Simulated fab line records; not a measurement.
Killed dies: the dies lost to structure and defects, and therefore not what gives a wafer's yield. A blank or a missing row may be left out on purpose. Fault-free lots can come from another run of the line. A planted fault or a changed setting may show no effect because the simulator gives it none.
fab line records	flow n5-finfet
[record] lots = 6	wafers = 18	last-day = 19
route steps=1938 shown BEOL_M10@1514 PASSIVATION@1936
lots that met no fault: from a run of the same line without faults
start-h: hours from the record's first day to the start of the lot's first wafer shown	wait-h: hours since the lot's step before	" same as the row above	L1.1+2: a single row standing in for several wafers	- either no value or no given start	* or withheld: withheld	< > ~ a bound
route shown NAME@n: a module of which the file shows steps, and the number in the route of the first	usual: mean/standard deviation of fault-free wafers	same: alike in all rows	chamber/n: place in a boat	sites: per-site readings	_std_site: their standard deviation	_edge_site: outer sites' mean less inner sites'	radius-mm: for every site, how far away it sits from the centre of the wafer	mask NAME#n: copy n	behind: the most recent tool/chamber to have shaped the wafer	hold: why the lot was held/for how many hours/how that ended	device: the transistor (n, p or np) that didn't switch	end of line: tests of these same wafers at the route's end	step lacking rows: just its recipe	killed: at the first sort, the dies lost to defects and structure; wafer yield is something else	map: a wafer's dies, marking killed ones x, the rest . and places with no die _
set.NAME: setting as actually run; set.NAME@STEP: the setting as run at that earlier step	model.NAME: the simulator's own value behind a step, which no gauge read
lots at selected steps of the route; one table per step, one row per wafer
services: when a tool's chamber went out of use (start-h, in hours from the record's first day, below 0 if earlier), for how many hours, and the reason
[[steps]]
[step N5_BEOL_M10_STRIP_77]
[recipe] chemistry = N2/H2	time-s = 10	power-w = 450	temp-c = 40	pressure-mtorr = 20	rf-frequency-hz = 6e+07	bias-power-w = 7	n2-flow-sccm = 200	h2-flow-sccm = 200
[usual] drypump-motor-current-A = 5.7/0.33	oes-product-au = 0.82/0.07	rf-vpp-V = 59.2/0.93	showerhead-plenum-p-Torr = 2.57/0.12	throttle-valve-pct = 23.7/0.32
lot.wafer	tool	chamber	start-h	wait-h	drypump-motor-current-A	oes-product-au	rf-hours-counter-h	rf-vpp-V	showerhead-plenum-p-Torr	throttle-valve-pct
L212.2	rie-diel-01	0	-	-	5.6	0.85	53	59.1	2.48	23.7
L212.4	"	3	"	"	6.5	0.84	63	59.0	2.68	23.7
L212.6	"	1	"	"	5.8	0.85	-	57.7	2.48	23.9
L220.2	rie-diel-03	3	-	-	6.5	0.68	231	58.8	2.48	23.1
L220.3	"	1	"	"	5.5	0.82	95	60.1	2.69	24.0
L220.5	"	2	"	"	5.7	0.92	-	60.0	2.72	23.6
L222.1	rie-diel-03	3	-	-	6.4	0.68	240	58.9	2.48	23.2
L222.3	"	2	"	"	5.7	0.90	25	59.8	2.72	23.6
L222.6	"	2	"	"	5.7	0.90	-	59.7	2.72	23.6
L233.2	rie-diel-05	3	-	-	5.5	0.84	51	59.4	2.59	23.6
L233.5	"	3	"	"	5.5	0.84	-	60.5	2.59	23.6
L233.6	"	1	"	"	5.6	0.81	-	59.7	2.47	23.8
L231.1	rie-diel-05	0	-	-	5.5	0.72	183	57.4	2.33	24.1
L231.3	"	3	"	"	5.5	0.83	51	60.7	2.59	23.6
L231.5	"	0	"	"	5.6	0.72	-	58.1	2.33	24.2
L235.2	rie-diel-05	2	-	-	5.6	0.76	129	59.2	2.63	23.5
L235.4	"	1	"	"	5.6	0.79	92	58.6	2.46	23.8
L235.5	"	0	"	"	5.5	0.72	-	59.1	2.33	24.2
[step N5_BEOL_M10_OCD_MEAS_38]
[usual] trench-depth-nm = 148.7/2.9
lot.wafer	tool	chamber	start-h	wait-h	trench-depth-nm
L212.2	ocd-01	-	267.14	-	147.1
L212.4	"	-	"	"	151.5
L212.6	"	-	"	"	153.0
L220.2	ocd-01	-	302.15	-	150.9
L220.3	"	-	"	"	149.5
L220.5	"	-	"	"	143.1
L222.1	ocd-02	-	324.55	-	150.3
L222.3	"	-	"	"	147.5
L222.6	"	-	"	"	147.2
L233.2	ocd-02	-	382.43	-	149.3
L233.5	"	-	"	"	149.8
L233.6	"	-	"	"	145.6
L231.1	ocd-01	-	383.16	-	147.7
L231.3	"	-	"	"	150.6
L231.5	"	-	"	"	148.4
L235.2	ocd-01	-	396.89	-	145.2
L235.4	"	-	"	"	144.3
L235.5	"	-	"	"	144.7
[step N5_BEOL_M10_HM_STRIP_39]
[recipe] chemistry = peroxide-tin-strip	material = TiN	target-depth-a = 250	temp-c = 50	time-s = 158
[step N5_BEOL_M10_SRD_40]
[recipe] time-s = 30	temp-c = 23	rinse-liquid = diw	dry = ipa-marangoni
[step N5_BEOL_M10_PRECLEAN_42]
[recipe] chemistry = residue-remover	time-s = 60	temp-c = 40
[step N5_BEOL_M10_SRD_43]
[recipe] time-s = 30	temp-c = 23	rinse-liquid = diw	dry = ipa-marangoni
[step N5_BEOL_M10_CD_MEAS_35]
[recipe] target-cd-nm = 70	polarity = opening
[usual] cd-nm = 69.9/0.65
lot.wafer	tool	chamber	start-h	wait-h	cd-nm
L212.2	cd-sem-03	-	267.30	0.0	70.2
L212.4	"	-	"	"	69.6
L212.6	"	-	"	"	69.8
L220.2	cd-sem-01	-	302.31	0.0	68.9
L220.3	"	-	"	"	69.0
L220.5	"	-	"	"	69.1
L222.1	cd-sem-01	-	324.70	0.0	69.6
L222.3	"	-	"	"	70.7
L222.6	"	-	"	"	70.1
L233.2	cd-sem-03	-	382.58	0.0	68.9
L233.5	"	-	"	"	69.3
L233.6	"	-	"	"	69.1
L231.1	cd-sem-01	-	383.31	0.0	70.1
L231.3	"	-	"	"	69.6
L231.5	"	-	"	"	70.1
L235.2	cd-sem-01	-	397.05	0.0	71.2
L235.4	"	-	"	"	70.2
L235.5	"	-	"	"	69.7
[step N5_BEOL_M10_CURE_72]
[recipe] temp-c = 370	time-s = 120	ambient = DMADMS/He	material = SiCOH_lowk
[usual] lamp-power-pct = 52.31/0.06	wafer_temp_C_max = 371.6/0.46
lot.wafer	tool	chamber	start-h	wait-h	lamp-power-pct	wafer_temp_C_max
L212.2	uv-cure-01	0	267.39	0.1	52.23	371.7
L212.4	"	0	"	"	52.32	371.6
L212.6	"	0	"	"	52.34	371.8
L220.2	uv-cure-03	1	302.50	0.2	52.28	371.1
L220.3	"	1	"	"	52.28	371.0
L220.5	"	1	"	"	52.32	371.2
L222.1	uv-cure-02	2	325.03	0.3	52.22	371.7
L222.3	"	2	"	"	52.30	371.0
L222.6	"	2	"	"	52.37	371.3
L233.2	uv-cure-03	1	382.68	0.1	52.39	370.9
L233.5	"	1	"	"	52.28	371.2
L233.6	"	1	"	"	52.42	370.9
L231.1	uv-cure-03	0	383.36	0.0	52.35	372.0
L231.3	"	0	"	"	52.30	371.6
L231.5	"	0	"	"	52.34	371.5
L235.2	uv-cure-01	2	397.14	0.1	52.35	371.8
L235.4	"	2	"	"	52.21	371.9
L235.5	"	2	"	"	52.32	371.5
[step N5_BEOL_M10_DEGAS_44]
[recipe] ambient = vacuum	temp-c = 250	time-s = 60
[usual] heater-power-w = 316/33
lot.wafer	tool	chamber	start-h	wait-h	heater-power-w
L212.2	pvd-sputter-02	-	268.73	1.3	343
L212.4	"	-	"	"	297
L212.6	"	-	"	"	267
L220.2	pvd-sputter-01	-	303.16	0.6	360
L220.3	"	-	"	"	300
L220.5	"	-	"	"	292
L222.1	pvd-sputter-02	-	325.75	0.7	306
L222.3	"	-	"	"	319
L222.6	"	-	"	"	299
L233.2	pvd-sputter-03	-	382.97	0.2	310
L233.5	"	-	"	"	326
L233.6	"	-	"	"	308
L231.1	pvd-sputter-03	-	383.99	0.6	303
L231.3	"	-	"	"	306
L231.5	"	-	"	"	345
L235.2	pvd-sputter-01	-	397.61	0.4	386
L235.4	"	-	"	"	361
L235.5	"	-	"	"	259
[step N5_BEOL_M10_PRE_CLEAN_45]
[recipe] gas = H2/He	time-s = 30	temp-c = 250
[usual] heater-power-w = 316/32
lot.wafer	tool	chamber	start-h	wait-h	heater-power-w
L212.2	pvd-sputter-02	-	268.78	0.0	346
L212.4	"	-	"	"	301
L212.6	"	-	"	"	266
L220.2	pvd-sputter-01	-	303.20	0.0	360
L220.3	"	-	"	"	308
L220.5	"	-	"	"	296
L222.1	pvd-sputter-02	-	325.79	0.0	305
L222.3	"	-	"	"	324
L222.6	"	-	"	"	301
L233.2	pvd-sputter-03	-	383.01	0.0	295
L233.5	"	-	"	"	322
L233.6	"	-	"	"	291
L231.1	pvd-sputter-03	-	384.03	0.0	308
L231.3	"	-	"	"	297
L231.5	"	-	"	"	334
L235.2	pvd-sputter-01	-	397.65	0.0	381
L235.4	"	-	"	"	351
L235.5	"	-	"	"	266
[step N5_BEOL_M10_ALD_74]
[recipe] material = TaN	target-thk-a = 20	temp-c = 275	ald-precursor-family = PDMAT	ald-co-reactant = NH3	pressure-torr = 3	carrier-flow-sccm = 1500	pulse-time-s = 2	purge-time-s = 3	co-reactant-purge-time-s = 2	co-reactant-pulse-time-s = 3	ald-cycles = 40	precursor-vessel-temp-c = 75	precursor-vessel-pressure-torr = 26.25	precursor-vessel-carrier-sccm = 1000
[usual] heater-power-w = 427/36	mfc-carrier-sccm = 1500/4.8
[same] pulse-time-s = 2
lot.wafer	tool	chamber	start-h	wait-h	heater-power-w	mfc-carrier-sccm
L212.2	ald-metal-03	2	268.84	0.0	457	1505
L212.4	"	0	"	"	355	1503
L212.6	"	1	"	"	452	1500
L220.2	ald-metal-04	0	303.26	0.0	423	1504
L220.3	"	3	"	"	366	1498
L220.5	"	3	"	"	368	1497
L222.1	ald-metal-04	2	325.87	0.1	433	1500
L222.3	"	0	"	"	431	1507
L222.6	"	2	"	"	425	1493
L233.2	ald-metal-04	2	383.08	0.0	437	1498
L233.5	"	3	"	"	365	1494
L233.6	"	2	"	"	424	1498
L231.1	ald-metal-03	1	384.09	0.0	456	1501
L231.3	"	3	"	"	410	1502
L231.5	"	3	"	"	415	1504
L235.2	ald-metal-03	1	397.75	0.1	460	1499
L235.4	"	0	"	"	366	1498
L235.5	"	2	"	"	457	1501
[step N5_BEOL_M10_SURFACE_TREAT_76]
[recipe] gas = Ar	time-s = *	ion-energy-ev = *	ion-current-ma-cm2 = 0.5	pressure-mtorr = *	ar-flow-sccm = 30
[step N5_BEOL_M10_CVD_75]
[recipe] material = Co	target-thk-a = 20	temp-c = withheld	precursor = CCTBA/H2	pressure-torr = 30	time-s = 138.9
[usual] run-length-s = 162.0/0.46
lot.wafer	tool	chamber	start-h	wait-h	run-length-s
L212.2	cvd-co-02	2	269.26	0.1	162.0
L212.4	"	0	"	"	162.1
L212.6	"	1	"	"	162.0
L220.2	cvd-co-02	0	303.91	0.1	161.8
L220.3	"	1	"	"	161.6
L220.5	"	0	"	"	161.6
L222.1	cvd-co-02	0	326.29	0.1	161.4
L222.3	"	2	"	"	161.3
L222.6	"	0	"	"	162.3
L233.2	cvd-co-02	2	383.45	0.1	161.3
L233.5	"	0	"	"	161.7
L233.6	"	2	"	"	111.8
L231.1	cvd-co-02	2	384.57	0.1	161.3
L231.3	"	1	"	"	111.4
L231.5	"	2	"	"	161.4
L235.2	cvd-co-01	2	398.30	0.2	161.7
L235.4	"	2	"	"	161.9
L235.5	"	1	"	"	162.4
[step N5_BEOL_M10_SPUTTER_48]
[recipe] material = Cu	target-thk-a = 120	temp-c = -20	bias-v = 60	power-w = 26000	chamber-pressure-pa = 0.13	time-s = 2
[step N5_PASSIVATION_PROBE_49]
[usual] defect-limited-yield = 91.0/1.4	killed_at_M0_to_M3 = 33/11	killed_at_M4_up = 14/5	killed-at-contacts = 11/7.3	killed-at-front-end = 43/12	killed-at-other = 4/3.1	killed-dies = 106/17	killed-open = 69/13	killed-short = 34/8.7	sort_bin_5_function = 5.2/0.96	sort_bin_6_memory = 3.3/0.66	sort-n-pass = 1074/17	sort-yield-pct = 91.0/1.4
[same] gross-dies = 1180	killed-at-back-side = 0	sort_bin_4_leakage[%] = 0	sort_bin_8_speed[%] = 0
lot.wafer	tool	chamber	start-h	wait-h	defect-limited-yield[%]	killed_at_M0_to_M3	killed_at_M4_up	killed-at-contacts	killed-at-front-end	killed-at-other	killed-dies	killed-open	killed-short	sort_bin_5_function[%]	sort_bin_6_memory[%]	sort-n-pass	sort-yield-pct[%]
L233.2	prober-02	-	430.34	0.1	89.5	46	26	5	42	5	124	79	45	5.8	4.2	1056	89.5
L233.5	prober-02	-	430.49	0.2	91.3	31	19	9	39	5	103	64	37	5.3	3.1	1077	91.3
L233.6	prober-02	-	430.54	0.3	92.0	35	10	4	44	1	94	60	34	4.7	3.1	1086	92.0
// killed by level:class
L233.2 BEOL_M4:geometric-particle:open=17 BEOL_M2:geometric-particle:open=12 FIN_SAQP:geometric-particle:short=10 BEOL_M0_SAQP:geometric-particle:open=9 FIN_SAQP:geometric-particle:open=8 STI_FIN_REVEAL:geometric-particle:open=6 BEOL_M4:geometric-particle:short=6 BEOL_M0_SAQP:geometric-particle:short=6
L233.5 FIN_SAQP:geometric-particle:short=8 MOL_CONTACT_COAG:geometric-particle:open=8 BEOL_M0_SAQP:geometric-particle:short=8 BEOL_M0_SAQP:geometric-particle:open=7 FIN_SAQP:geometric-particle:open=5 GATE_CUT:geometric-particle:short=5 GATE_CUT:geometric-particle:open=5 BEOL_M2:geometric-particle:open=5
L233.6 FIN_SAQP:geometric-particle:short=17 BEOL_M0_SAQP:geometric-particle:open=9 FIN_SAQP:geometric-particle:open=7 BEOL_M2:geometric-particle:open=7 STI_FIN_REVEAL:geometric-particle:open=6 DUMMY_GATE:geometric-particle:open=6 BEOL_M5:geometric-particle:open=5 BEOL_M4:geometric-particle:open=4
[[services]]
tool	chamber	start-h	hours	kind
uv-cure-03	-	243.33	1.0	pm
rie-diel-03	2	243.45	-	clean
rie-diel-03	2	243.45	-	consumable-replace:focus-ring
rie-diel-03	-	255.51	15.6	pm
rie-diel-05	-	266.94	15.6	pm
uv-cure-01	-	270.15	1.0	pm
ald-metal-03	-	272.17	0.7	repair
cvd-co-02	-	272.54	2.8	pm
rie-diel-01	-	288.94	2.8	pm
rie-diel-05	0	293.56	3.4	repair
uv-cure-01	-	298.54	7.7	repair
uv-cure-02	-	310.03	0.7	repair
cvd-co-02	1	333.33	-	clean
cvd-co-02	1	333.33	22.0	scheduled-down
cvd-co-02	1	333.33	22.0	vent-cycle
ald-metal-04	-	338.92	6.0	pm
ald-metal-03	-	344.92	6.0	pm
pvd-sputter-03	-	353.36	1.1	repair
pvd-sputter-03	-	355.01	3.2	repair
uv-cure-03	-	364.37	2.1	pm
cvd-co-02	-	379.43	0.6	repair
rie-diel-05	2	381.55	8.7	repair
rie-diel-01	2	385.76	11.6	repair
uv-cure-02	-	391.77	1.0	pm
[[key]]
[first-sign] step = N5_BEOL_M10_CVD_75	reading = run-length-s	direction = down	sigmas = 99+	usual = *	struck = *
effect none on later readings
met-at N5_BEOL_M10_CVD_75
struck-wafers L231.3,L233.6
onset-between 326.29 383.45
[fault] kind = process-parameter-drift	tool = cvd-co-02	chamber = -	onset-h = 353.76	steps = N5_BEOL_M10_CVD_75	channel = time-s	offset = *	shape = step	end-h = 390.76	scope = struck-wafers-only	acts-in = *	stated = *
